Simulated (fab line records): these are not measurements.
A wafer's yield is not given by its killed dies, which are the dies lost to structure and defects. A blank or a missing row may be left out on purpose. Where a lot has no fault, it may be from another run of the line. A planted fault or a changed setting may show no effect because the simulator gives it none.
fab line records | flow n5Finfet
record: lots: 5 | wafers: 15 | lastDay: 17
route steps=1938 shown BEOL_M4@1099 BEOL_M5@1112 PAD_METAL@1896 PASSIVATION@1910
lots untouched by any fault: they come from a run of this same line in which no faults occurred
startH: the number of hours between the record's first day and the start of the first shown wafer of the lot | waitH: hours from the lot's prior step to this one | " the same as in the row above | L1.1+2: one row covering several wafers at once | - no value present, or no start provided | * or withheld: withheld | < > ~ a bound
route shown NAME@n: names a module that has steps shown in the file, with the first one's number in the route | usual: mean/standard deviation of fault-free wafers | same: alike in all rows | chamber/n: place in a boat | sites: each site's reading | _std_site: the standard deviation of these | _edge_site: the outer-site mean with the inner-site mean subtracted | radiusMm: for every site, how far away it sits from the centre of the wafer | mask NAME#n: copy n | behind: tool/chamber where the wafer was last shaped | hold: why the lot was held/for how many hours/how that ended | device: names the non-switching transistor (n, p or np) | end of line: tests run on the same wafers once the route is complete | a step with no rows: only its recipe | killed: at the first sort, the dies lost to defects and structure; wafer yield is something else | map: a wafer's dies, marking killed ones x, the rest . and places with no die _
set.NAME: the setting that was run; set.NAME@STEP: the one run at that earlier step | model.NAME: the simulator's own value behind a step, which no gauge read
lots at selected steps of the route; one table per step, one row per wafer
services: from which hour (startH, from the record's first day; less than 0 if before it) a tool's chamber was out of use, for how many hours, and why
== steps ==
step: N5_BEOL_M4_ANNEAL_95
recipe: tempC: 400 | timeS: 240 | ambient: vacuum
step: N5_BEOL_M4_SPUTTER_96
recipe: material: Cu | targetThkA: 45 | tempC: -20 | chamberPressurePa: 0.07 | powerW: withheld | timeS: 8.29
step: N5_BEOL_M4_ECD_50
recipe: material: Cu | targetThkA: 3000
step: N5_BEOL_M4_ANNEAL_51
recipe: tempC: 225 | timeS: 90 | ambient: N2
step: N5_BEOL_M4_CMP_52
recipe: stopOn: SiOC | tOverpolishS: 6.8 | downForcePsi: 1 | platenRpm: 50 | clearingPlatenDownForcePsi: 1.5 | clearingPlatenRpm: 50 | postCmpClean: cuAlkaline | targetThkNm: 40 | clearingPlatenPadVelocityMS: 0.99484 | padVelocityMS: 0.99484
step: N5_BEOL_M4_PRE_CLEAN_60
recipe: gas: NH3/H2 | timeS: 15 | tempC: * | rfPowerW: 300
step: N5_BEOL_M4_CO_CAP_55
recipe: material: Co | targetThkA: 20 | tempC: 200 | precursor: CCTBA/H2 | pressureTorr: 30 | timeS: 102.1
step: N5_BEOL_M4_PRE_CLEAN_56
recipe: gas: NH3 | timeS: 15 | tempC: withheld | rfPowerW: 300
step: N5_BEOL_M4_DEP_57
recipe: material: SiCN | targetThkA: 80 | tempC: withheld | precursor: 3MS/NH3 | pressureTorr: 3 | rfW: 202 | timeS: 14
step: N5_BEOL_M4_RC_MEAS_101
usual: DIBL_N: 36.9/1.6 | DIBL_P: 37.1/2 | IOFF_N: 0.17/0.032 | IOFF_P: 0.22/0.036 | ION_N: 674/12 | ION_P: 463/7.8 | SS_N: 71.7/0.63 | SS_P: 73.5/0.62 | VT_N: 249/3.3 | VT_P: -250/3.5
lot.wafer | tool      | chamber | startH | waitH | DIBL_N[mV/V] | DIBL_P[mV/V] | IOFF_N[nA/um] | IOFF_P[nA/um] | ION_N[uA/um] | ION_P[uA/um] | SS_N[mV/dec] | SS_P[mV/dec] | VT_N[mV] | VT_P[mV]
L957.1    | prober-01 | 0       | 195.01 | 0.0   | 35.5         | 35.9         | 0.16          | 0.23          | 674          | 466          | 71.3         | 73.1         | 250      | -248
L957.3    | "         | 0       | "      | "     | 38.3         | 39.5         | 0.23          | 0.30          | 686          | 473          | 72.6         | 74.2         | 245      | -241
L957.5    | "         | 0       | "      | "     | 37.9         | 39.1         | 0.20          | 0.28          | 691          | 474          | 72.2         | 73.8         | 246      | -246
L969.1    | prober-01 | 0       | 257.27 | 0.0   | 33.8         | 35.5         | 0.14          | 0.19          | 667          | 462          | 70.4         | 73.1         | 249      | -250
L969.3    | "         | 0       | "      | "     | 37.8         | 39.3         | 0.21          | 0.25          | 686          | 468          | 71.9         | 74.0         | 244      | -246
L969.6    | "         | 0       | "      | "     | 38.2         | 39.2         | 0.21          | 0.24          | 682          | 462          | 72.3         | 74.1         | 248      | -248
L968.4    | prober-02 | 0       | 272.70 | 0.5   | 34.6         | 34.5         | 0.12          | 0.18          | 653          | 456          | 70.9         | 73.5         | 254      | -253
L968.5    | "         | 0       | "      | "     | 36.0         | 35.1         | 0.13          | 0.19          | 670          | 458          | 71.5         | 73.3         | 252      | -253
L968.6    | "         | 0       | "      | "     | 36.4         | 35.8         | 0.14          | 0.19          | 661          | 450          | 71.5         | 73.2         | 254      | -254
L971.1    | prober-02 | 0       | 279.26 | 0.0   | 34.9         | 34.5         | 0.14          | 0.17          | 662          | 455          | 71.2         | 73.0         | 253      | -254
L971.4    | "         | 0       | "      | "     | 37.1         | 38.1         | 0.17          | 0.23          | 676          | 464          | 72.1         | 73.4         | 250      | -248
L971.5    | "         | 0       | "      | "     | 36.3         | 37.7         | 0.17          | 0.22          | 679          | 470          | 72.4         | 73.2         | 249      | -252
L977.1    | prober-01 | 0       | 309.93 | 0.0   | 36.5         | 37.0         | 0.16          | 0.23          | 683          | 469          | 71.9         | 73.0         | 248      | -246
L977.3    | "         | 0       | "      | "     | 36.5         | 38.3         | 0.15          | 0.25          | 669          | 463          | 71.4         | 73.4         | 252      | -245
L977.6    | "         | 0       | "      | "     | 36.6         | 37.2         | 0.16          | 0.24          | 675          | 467          | 71.7         | 73.4         | 249      | -248
step: N5_BEOL_M5_ILD_DEP_00
recipe: material: SiCOH_lowk | targetThkA: 1406.4 | tempC: 300 | precursor: DEMS/porogen | pressureTorr: 5 | rfW: 500 | timeS: 25.9
step: N5_BEOL_M5_CURE_79
recipe: tempC: 385 | timeS: 240 | ambient: He/Ar | material: SiCOH_lowk
step: N5_BEOL_M5_PECVD_70
recipe: material: SiO2 | targetThkA: 160 | tempC: 400 | precursor: TEOS/O2 | pressureTorr: 5.5 | rfW: 450 | teosFlowSccm: 53.8 | gas: O2 | flowSccm: 3000 | timeS: 18
step: N5_BEOL_M5_HM_DEP_02
recipe: material: TiN | targetThkA: 200 | tempC: 25 | chamberPressurePa: 0.49996
step: N5_BEOL_M5_COAT_59
recipe: resist: SOC | tempC: 250 | timeS: 60 | spinRpm: 1500 | resistThkNm: 60
step: N5_BEOL_M5_COAT_60
recipe: resist: SiARC | tempC: 220 | timeS: 60 | spinRpm: 1500 | resistThkNm: 12
step: N5_BEOL_M5_COAT_71
recipe: resist: underlayer | tempC: 205 | timeS: 60 | spinRpm: 1500 | resistThkNm: 5
step: N5_BEOL_M5_COAT_05
recipe: resist: CAR-EUV | spinRpm: 1500 | resistThkNm: 30
step: N5_BEOL_M5_EBR_07
recipe: solvent: PGMEA | ebrWidthMm: 1.5
step: N5_BEOL_M5_SOFTBAKE_06
recipe: tempC: 110 | timeS: 60 | resist: CAR-EUV
step: N5_BEOL_M5_EXPOSE_08
recipe: maskId: M5 | na: 0.33 | sourceShape: annular | sigmaInner: 0.4 | sigmaOuter: 0.8 | polarization: unpolarized | targetCdNm: 28 | doseMj: 35.75
step: N5_BEOL_M5_PEB_09
recipe: pebTempC: 100 | pebTimeS: 60 | resist: CAR-EUV
step: N5_BEOL_M5_DEVELOP_10
recipe: developTimeS: 30 | developer: TMAH | resist: CAR-EUV | rinseLiquid: surfactantRinse | dry: airSpin | devTempC: 23
step: N5_BEOL_M5_DESCUM_16
recipe: chemistry: O2 | timeS: 7 | sourcePowerW: 50 | biasPowerW: 20 | pressureMtorr: 20 | rfFrequencyHz: 2.712e+07 | tempC: 40 | resist: CAR-EUV | o2FlowSccm: 225
step: N5_BEOL_M5_ETCH_72
recipe: chemistry: N2/H2 | target: underlayer | targetDepthA: 65 | maskMaterial: CAR-EUV | timeS: 5.2 | ionEnergyEv: 200 | pressureMtorr: 30 | sourceW: 840 | biasW: 150 | n2FlowSccm: 200 | h2FlowSccm: 200 | ends: cleared
step: N5_BEOL_M5_ETCH_61
recipe: chemistry: CF4 | target: SiARC | targetDepthA: 156 | maskMaterial: CAR-EUV | timeS: 26 | ionEnergyEv: 80 | pressureMtorr: 40 | sourceW: 545 | biasW: 36 | Ar_flow_sccm: 100 | cf4FlowSccm: 100 | ends: cleared
step: N5_BEOL_M5_ETCH_62
recipe: chemistry: N2/H2 | target: SOC | targetDepthA: 750 | overetchA: 150 | maskMaterial: SiARC | tempC: 40 | timeS: 112.5 | ionEnergyEv: 200 | pressureMtorr: 30 | sourceW: 840 | biasW: 150 | n2FlowSccm: 200 | h2FlowSccm: 200
step: N5_BEOL_M5_STRIP_63
recipe: chemistry: N2/H2 | tempC: 40 | n2FlowSccm: 200 | h2FlowSccm: 200 | rfFrequencyHz: 6e+07
step: N5_BEOL_M5_STRIP_73
recipe: chemistry: N2/H2 | tempC: 40 | n2FlowSccm: 200 | h2FlowSccm: 200 | rfFrequencyHz: 6e+07
step: N5_BEOL_M5_STRIP_64
recipe: chemistry: CF4 | resist: SiARC | powerW: 300 | biasPowerW: 75 | pressureMtorr: 50 | cf4FlowSccm: 150 | rfFrequencyHz: 6e+07
step: N5_BEOL_M5_HM_OPEN_17
recipe: chemistry: Cl2/BCl3 | targetDepthA: 200 | overetchA: 60 | target: TiN | maskMaterial: SOC | ionEnergyEv: 150 | pressureMtorr: 10 | icpW: 1000 | biasW: 126 | Cl2_flow_sccm: 53.25 | bcl3FlowSccm: 21.75 | Ar_flow_sccm: 25
step: N5_BEOL_M5_STRIP_19
recipe: chemistry: O2 | powerW: 400 | tempC: 40 | pressureMtorr: 30 | rfFrequencyHz: 6e+07 | biasPowerW: 0 | overashFraction: 0.2 | o2FlowSccm: 225
step: N5_BEOL_M5_COAT_65
recipe: resist: SOC | tempC: 250 | timeS: 60 | spinRpm: 1500 | resistThkNm: 60
step: N5_BEOL_M5_COAT_66
recipe: resist: SiARC | tempC: 220 | timeS: 60 | spinRpm: 1500 | resistThkNm: 12
step: N5_PASSIVATION_AL_DEP_21
recipe: material: Al | targetThkA: 28000 | tempC: 400 | timeS: 170 | powerW: 30000 | chamberPressurePa: 0.4 | gas: Ar
usual: throttleValvePct: 29.8/1.1
lot.wafer | tool          | chamber | startH | waitH | throttleValvePct | model.Al_of_PASSIVATION_AL_DEP_21.thkNm
L957.1    | pvdSputter-01 | -       | 296.79 | 0.1   | 27.7             | 2798
L957.3    | "             | -       | "      | "     | 31.0             | 2758
L957.5    | "             | -       | "      | "     | 31.8             | 2802
L969.1    | pvdSputter-01 | -       | 351.39 | 0.1   | 31.5             | 4723
L969.3    | "             | -       | "      | "     | 27.9             | 4701
L969.6    | "             | -       | "      | "     | 29.2             | 4709
L968.4    | pvdSputter-01 | -       | 364.47 | 0.1   | 31.0             | 4779
L968.5    | "             | -       | "      | "     | 29.1             | 4815
L968.6    | "             | -       | "      | "     | 31.0             | 4794
L971.1    | pvdSputter-01 | -       | 368.89 | 0.1   | 30.9             | 4726
L971.4    | "             | -       | "      | "     | 29.1             | 4749
L971.5    | "             | -       | "      | "     | 29.1             | 4760
L977.1    | pvdSputter-03 | -       | 405.46 | 0.1   | 29.1             | 2796
L977.3    | "             | -       | "      | "     | 29.2             | 2757
L977.6    | "             | -       | "      | "     | 29.3             | 2748
step: N5_PASSIVATION_ETCH_59
recipe: chemistry: Cl2/BCl3 | target: TaN | targetDepthA: 650 | timeS: 34.9 | ionEnergyEv: 100 | pressureMtorr: 10 | icpW: 900 | biasW: 100 | Cl2_flow_sccm: 60 | bcl3FlowSccm: 30
usual: drypumpMotorCurrentA: 6.1/0.47 | mfcCl2Sccm: 59.96/0.2 | oesProductAu: 0.76/0.088 | throttleValvePct: 21.03/0.13
lot.wafer | tool        | chamber | startH | waitH | drypumpMotorCurrentA | mfcCl2Sccm | oesProductAu | rfHoursCounterH | throttleValvePct
L957.1    | rieMetal-02 | 1       | 297.96 | 0.3   | 6.5                  | 60.24      | 0.76         | 42              | 21.12
L957.3    | "           | 1       | "      | "     | 6.5                  | 59.79      | 0.76         | -               | 21.09
L957.5    | "           | 0       | "      | "     | 5.9                  | 60.04      | 0.65         | -               | 21.06
L969.1    | rieMetal-03 | 0       | 352.57 | 0.3   | 5.4                  | 59.85      | 0.19         | 78              | 22.43
L969.3    | "           | 1       | "      | "     | 6.5                  | 59.67      | 0.22         | -               | 22.14
L969.6    | "           | 0       | "      | "     | 5.4                  | 59.95      | 0.19         | -               | 22.45
L968.4    | rieMetal-03 | 0       | 365.67 | 0.2   | 5.4                  | 60.15      | 0.19         | -               | 22.44
L968.5    | "           | 1       | "      | "     | 6.5                  | 59.85      | 0.21         | -               | 22.14
L968.6    | "           | 0       | "      | "     | 5.4                  | 60.33      | 0.19         | -               | 22.43
L971.1    | rieMetal-03 | 1       | 370.26 | 0.3   | 6.5                  | 59.62      | 0.21         | 42              | 22.13
L971.4    | "           | 1       | "      | "     | 6.5                  | 59.84      | 0.22         | -               | 22.15
L971.5    | "           | 1       | "      | "     | 6.5                  | 59.89      | 0.21         | -               | 22.14
L977.1    | rieMetal-03 | 0       | 406.65 | 0.3   | 5.4                  | 59.76      | 0.68         | 83              | 21.17
L977.3    | "           | 1       | "      | "     | 6.5                  | 59.73      | 0.77         | -               | 20.89
L977.6    | "           | 1       | "      | "     | 6.5                  | 59.63      | 0.76         | -               | 20.90
step: N5_PASSIVATION_STRIP_52
recipe: chemistry: postEtchResidueRemover | timeS: 1200 | tempC: 72.5
lot.wafer | tool        | chamber | startH | waitH | model.Al_of_PASSIVATION_AL_DEP_21.thkNm
L957.1    | wetBench-01 | 6       | 300.30 | -     | 2783
L957.3    | "           | 7       | "      | "     | 2743
L957.5    | "           | 0       | "      | "     | 2787
L969.1    | wetBench-05 | 7       | 354.56 | -     | 4707
L969.3    | "           | 0       | "      | "     | 4686
L969.6    | "           | 3       | "      | "     | 4694
L968.4    | wetBench-04 | 3       | 367.59 | -     | 4763
L968.5    | "           | 4       | "      | "     | 4799
L968.6    | "           | 2       | "      | "     | 4778
L971.1    | wetBench-01 | 4       | 372.35 | -     | 4710
L971.4    | "           | 5       | "      | "     | 4733
L971.5    | "           | 6       | "      | "     | 4745
L977.1    | wetBench-05 | 0       | 408.92 | -     | 2780
L977.3    | "           | 3       | "      | "     | 2742
L977.6    | "           | 4       | "      | "     | 2733
step: N5_PASSIVATION_PROBE_49
usual: defectLimitedYield: 90.9/1.6 | killed_at_M0_to_M3: 34/11 | killed_at_M4_up: 14/5.7 | killedAtContacts: 13/6.5 | killedAtFrontEnd: 43/11 | killedAtOther: 4/3.1 | killedDies: 107/19 | killedOnRim: 14/3.9 | killedOpen: 71/14 | killedShort: 35/7.9 | sort_bin_5_function: 5.3/1.1 | sort_bin_6_memory: 3.4/0.74 | sortNPass: 1073/19 | sortYieldPct: 90.9/1.6
same: grossDies: 1180 | killedAtBackSide: 0 | sort_bin_4_leakage[%]: 0 | sort_bin_8_speed[%]: 0
lot.wafer | tool      | chamber | startH | waitH | defectLimitedYield[%] | killed_at_M0_to_M3 | killed_at_M4_up | killedAtContacts | killedAtFrontEnd | killedAtOther | killedDies | killedOnRim | killedOpen | killedShort | sort_bin_5_function[%] | sort_bin_6_memory[%] | sortNPass | sortYieldPct[%]
L969.1    | prober-02 | -       | 357.14 | 0.0   | 0                     | 45                 | 23              | 7                | 35               | 1070          | 1180       | 152         | 85         | 30          | 96.5                   | 3.3                  | 0         | 0
L969.3    | prober-02 | -       | 357.24 | 0.1   | 0                     | 30                 | 23              | 18               | 22               | 1087          | 1180       | 152         | 66         | 30          | 96.0                   | 3.7                  | 0         | 0
L969.6    | prober-02 | -       | 357.39 | 0.3   | 0                     | 42                 | 29              | 9                | 36               | 1064          | 1180       | 152         | 90         | 27          | 96.3                   | 3.6                  | 0         | 0
L968.4    | prober-01 | -       | 370.28 | 0.2   | 0                     | 25                 | 13              | 4                | 47               | 1091          | 1180       | 152         | 56         | 42          | 96.2                   | 3.3                  | 0         | 0
L968.5    | prober-01 | -       | 370.33 | 0.2   | 0                     | 33                 | 11              | 4                | 48               | 1084          | 1180       | 152         | 71         | 32          | 96.3                   | 3.4                  | 0         | 0
L968.6    | prober-01 | -       | 370.38 | 0.3   | 0                     | 27                 | 11              | 18               | 33               | 1091          | 1180       | 152         | 68         | 28          | 97.2                   | 2.5                  | 0         | 0
L971.1    | prober-01 | -       | 374.77 | 0.0   | 0                     | 29                 | 22              | 21               | 51               | 1057          | 1180       | 152         | 76         | 48          | 95.6                   | 3.6                  | 0         | 0
L971.4    | prober-01 | -       | 374.92 | 0.2   | 0                     | 13                 | 17              | 8                | 37               | 1105          | 1180       | 152         | 54         | 28          | 96.9                   | 2.7                  | 0         | 0
L971.5    | prober-01 | -       | 374.97 | 0.2   | 0                     | 38                 | 18              | 18               | 46               | 1060          | 1180       | 152         | 77         | 47          | 95.6                   | 3.8                  | 0         | 0
killed by level:class
L969.1 PASSIVATION:areaEtch=1065 BEOL_M4:geometricParticle:open=16 BEOL_M3:geometricParticle:open=15 DUMMY_GATE:geometricParticle:open=8 BEOL_M1:geometricParticle:open=8 FIN_SAQP:geometricParticle:short=7 MOL_CONTACT_COAG:geometricParticle:open=6 BEOL_M0_SAQP:geometricParticle:open=6
L969.3 PASSIVATION:areaEtch=1084 MOL_CONTACT_COAG:geometricParticle:open=14 BEOL_M4:geometricParticle:open=6 FIN_SAQP:geometricParticle:open=5 BEOL_M0_SAQP:geometricParticle:open=5 BEOL_M3:geometricParticle:open=5 MOL_CONTACT_COAG:geometricParticle:short=4 BEOL_M0_SAQP:geometricParticle:short=4
L969.6 PASSIVATION:areaEtch=1062 BEOL_M4:geometricParticle:open=19 FIN_SAQP:geometricParticle:open=12 BEOL_M3:geometricParticle:open=10 BEOL_M1:geometricParticle:open=9 MOL_CONTACT_COAG:geometricParticle:open=7 BEOL_M0_SAQP:geometricParticle:short=6 DUMMY_GATE:geometricParticle:open=5
L968.4 PASSIVATION:areaEtch=1082 STI_FIN_REVEAL:geometricParticle:open=12 GATE_CUT:geometricParticle:short=8 BEOL_M0_SAQP:geometricParticle:short=8 DUMMY_GATE:geometricParticle:open=5 BEOL_M0_SAQP:geometricParticle:open=5 DUMMY_GATE:geometricParticle:short=4 MOL_CONTACT_COAG:geometricParticle:open=4
L968.5 PASSIVATION:areaEtch=1076 BEOL_M3:geometricParticle:open=14 STI_FIN_REVEAL:geometricParticle:open=9 BEOL_M1:geometricParticle:open=7 ILD0:geometricParticle:short=6 BEOL_M2:geometricParticle:open=6 PAD_METAL:geometricParticle:open=6 DUMMY_GATE:geometricParticle:open=5
L968.6 PASSIVATION:areaEtch=1083 MOL_CONTACT_COAG:geometricParticle:open=13 BEOL_M3:geometricParticle:open=13 STI_FIN_REVEAL:geometricParticle:open=8 FIN_SAQP:geometricParticle:open=7 GATE_CUT:geometricParticle:short=6 MOL_CONTACT_COAG:geometricParticle:short=5 PAD_METAL:geometricParticle:open=5
L971.1 PASSIVATION:areaEtch=1055 FIN_SAQP:geometricParticle:short=20 MOL_CONTACT_COAG:geometricParticle:open=16 FIN_SAQP:geometricParticle:open=11 BEOL_M2:geometricParticle:open=7 BEOL_M3:geometricParticle:open=7 BEOL_M4:geometricParticle:open=7 GATE_CUT:geometricParticle:short=5
L971.4 PASSIVATION:areaEtch=1098 FIN_SAQP:geometricParticle:open=11 DUMMY_GATE:geometricParticle:open=7 MOL_CONTACT_COAG:geometricParticle:open=7 BEOL_M4:geometricParticle:open=7 FIN_SAQP:geometricParticle:short=5 GATE_CUT:geometricParticle:short=4 BEOL_M2:geometricParticle:open=4
L971.5 PASSIVATION:areaEtch=1056 MOL_CONTACT_COAG:geometricParticle:open=13 FIN_SAQP:geometricParticle:short=12 GATE_CUT:geometricParticle:short=9 BEOL_M2:geometricParticle:open=9 BEOL_M0_SAQP:geometricParticle:open=8 BEOL_M0_SAQP:geometricParticle:short=8 BEOL_M4:geometricParticle:open=7
map L968.4 (x killed, . not)
_________________xxxxxxxxxxxx________________
______________xxxxxxxxxxxxxxxxxx_____________
___________xxxxxxxxxxxxxxxxxxxxxxxx__________
__________xxxxxxxxxxxxxxxxxxxxxxxxxx_________
________xxxxxxxxxxxxxxxxxxxxxxxxxxxxxx_______
_______xxxxxxxxxxxxxxxxxxxxxxxxxxxxxxxx______
______xxxxxxxxxxxxxxxxxxxxxxxxxxxxxxxxxx_____
_____xxxxxxxxxxxxxxxxxxxxxxxxxxxxxxxxxxxx____
____xxxxxxxxxxxxxxxxxxxxxxxxxxxxxxxxxxxxxx___
___xxxxxxxxxxxxxxxxxxxxxxxxxxxxxxxxxxxxxxxx__
___xxxxxxxxxxxxxxxxxxxxxxxxxxxxxxxxxxxxxxxx__
__xxxxxxxxxxxxxxxxxxxxxxxxxxxxxxxxxxxxxxxxxx_
__xxxxxxxxxxxxxxxxxxxxxxxxxxxxxxxxxxxxxxxxxx_
_xxxxxxxxxxxxxxxxxxxxxxxxxxxxxxxxxxxxxxxxxxxx
_xxxxxxxxxxxxxxxxxxxxxxxxxxxxxxxxxxxxxxxxxxxx
_xxxxxxxxxxxxxxxxxxxxxxxxxxxxxxxxxxxxxxxxxxxx
_xxxxxxxxxxxxxxxxxxxxxxxxxxxxxxxxxxxxxxxxxxxx
_xxxxxxxxxxxxxxxxxxxxxxxxxxxxxxxxxxxxxxxxxxxx
_xxxxxxxxxxxxxxxxxxxxxxxxxxxxxxxxxxxxxxxxxxxx
_xxxxxxxxxxxxxxxxxxxxxxxxxxxxxxxxxxxxxxxxxxxx
_xxxxxxxxxxxxxxxxxxxxxxxxxxxxxxxxxxxxxxxxxxxx
__xxxxxxxxxxxxxxxxxxxxxxxxxxxxxxxxxxxxxxxxxx_
__xxxxxxxxxxxxxxxxxxxxxxxxxxxxxxxxxxxxxxxxxx_
___xxxxxxxxxxxxxxxxxxxxxxxxxxxxxxxxxxxxxxxx__
___xxxxxxxxxxxxxxxxxxxxxxxxxxxxxxxxxxxxxxxx__
____xxxxxxxxxxxxxxxxxxxxxxxxxxxxxxxxxxxxxx___
_____xxxxxxxxxxxxxxxxxxxxxxxxxxxxxxxxxxxx____
______xxxxxxxxxxxxxxxxxxxxxxxxxxxxxxxxxx_____
_______xxxxxxxxxxxxxxxxxxxxxxxxxxxxxxxx______
________xxxxxxxxxxxxxxxxxxxxxxxxxxxxxx_______
__________xxxxxxxxxxxxxxxxxxxxxxxxxx_________
___________xxxxxxxxxxxxxxxxxxxxxxxx__________
______________xxxxxxxxxxxxxxxxxx_____________
_________________xxxxxxxxxxxx________________
map L969.1 (x killed, . not)
_________________xxxxxxxxxxxx________________
______________xxxxxxxxxxxxxxxxxx_____________
___________xxxxxxxxxxxxxxxxxxxxxxxx__________
__________xxxxxxxxxxxxxxxxxxxxxxxxxx_________
________xxxxxxxxxxxxxxxxxxxxxxxxxxxxxx_______
_______xxxxxxxxxxxxxxxxxxxxxxxxxxxxxxxx______
______xxxxxxxxxxxxxxxxxxxxxxxxxxxxxxxxxx_____
_____xxxxxxxxxxxxxxxxxxxxxxxxxxxxxxxxxxxx____
____xxxxxxxxxxxxxxxxxxxxxxxxxxxxxxxxxxxxxx___
___xxxxxxxxxxxxxxxxxxxxxxxxxxxxxxxxxxxxxxxx__
___xxxxxxxxxxxxxxxxxxxxxxxxxxxxxxxxxxxxxxxx__
__xxxxxxxxxxxxxxxxxxxxxxxxxxxxxxxxxxxxxxxxxx_
__xxxxxxxxxxxxxxxxxxxxxxxxxxxxxxxxxxxxxxxxxx_
_xxxxxxxxxxxxxxxxxxxxxxxxxxxxxxxxxxxxxxxxxxxx
_xxxxxxxxxxxxxxxxxxxxxxxxxxxxxxxxxxxxxxxxxxxx
_xxxxxxxxxxxxxxxxxxxxxxxxxxxxxxxxxxxxxxxxxxxx
_xxxxxxxxxxxxxxxxxxxxxxxxxxxxxxxxxxxxxxxxxxxx
_xxxxxxxxxxxxxxxxxxxxxxxxxxxxxxxxxxxxxxxxxxxx
_xxxxxxxxxxxxxxxxxxxxxxxxxxxxxxxxxxxxxxxxxxxx
_xxxxxxxxxxxxxxxxxxxxxxxxxxxxxxxxxxxxxxxxxxxx
_xxxxxxxxxxxxxxxxxxxxxxxxxxxxxxxxxxxxxxxxxxxx
__xxxxxxxxxxxxxxxxxxxxxxxxxxxxxxxxxxxxxxxxxx_
__xxxxxxxxxxxxxxxxxxxxxxxxxxxxxxxxxxxxxxxxxx_
___xxxxxxxxxxxxxxxxxxxxxxxxxxxxxxxxxxxxxxxx__
___xxxxxxxxxxxxxxxxxxxxxxxxxxxxxxxxxxxxxxxx__
____xxxxxxxxxxxxxxxxxxxxxxxxxxxxxxxxxxxxxx___
_____xxxxxxxxxxxxxxxxxxxxxxxxxxxxxxxxxxxx____
______xxxxxxxxxxxxxxxxxxxxxxxxxxxxxxxxxx_____
_______xxxxxxxxxxxxxxxxxxxxxxxxxxxxxxxx______
________xxxxxxxxxxxxxxxxxxxxxxxxxxxxxx_______
__________xxxxxxxxxxxxxxxxxxxxxxxxxx_________
___________xxxxxxxxxxxxxxxxxxxxxxxx__________
______________xxxxxxxxxxxxxxxxxx_____________
_________________xxxxxxxxxxxx________________
== services ==
tool        | chamber | startH | hours | kind
rieMetal-02 | -       | 299.20 | 2.8   | pm
wetBench-01 | -       | 322.77 | 2.0   | repair
wetBench-01 | -       | 332.62 | 4.4   | pm
wetBench-04 | -       | 341.99 | 6.6   | repair
rieMetal-02 | 0       | 375.98 | -     | clean
rieMetal-02 | 0       | 375.98 | 15.3  | scheduledDown
rieMetal-02 | 0       | 375.98 | 15.3  | ventCycle
== key ==
firstSign: step: N5_PASSIVATION_ETCH_59 | reading: oesProductAu | direction: down | sigmas: 6.3 | usual: 0.76 | struck: 0.20
effect: step: N5_PASSIVATION_PROBE_49 | reading: killedAtOther | direction: up | sigmas: 99+ | usual: 4 | struck: 1079
modelEffect: step: N5_PASSIVATION_AL_DEP_21 | value: Al_of_PASSIVATION_AL_DEP_21.thkNm | without: 2780 | struck: 4751
modelEffect: step: N5_PASSIVATION_STRIP_52 | value: Al_of_PASSIVATION_AL_DEP_21.thkNm | without: 2765 | struck: 4735
moreKillsBornAt: N5_PASSIVATION_ETCH_59@rieMetal-03: 9661
metAt N5_PASSIVATION_AL_DEP_21
struckWafers L968.4,L968.5,L968.6,L969.1,L969.3,L969.6,L971.1,L971.4,L971.5
laterRowsLeftOut L968.4,L968.5,L968.6,L969.1,L969.3,L969.6,L971.1,L971.4,L971.5
onsetBetween 296.79 351.39
fault: kind: processParameterDrift | tool: pvdSputter-01 | chamber: - | onsetH: 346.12 | steps: N5_PASSIVATION_AL_DEP_21 | channel: timeS | offset: * | shape: step | endH: 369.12 | actsIn: * | stated: *
laterRowsLeftOut: the simulator's readings of these wafers behind a module that went badly wrong aren't trusted and aren't shown, but for the sort
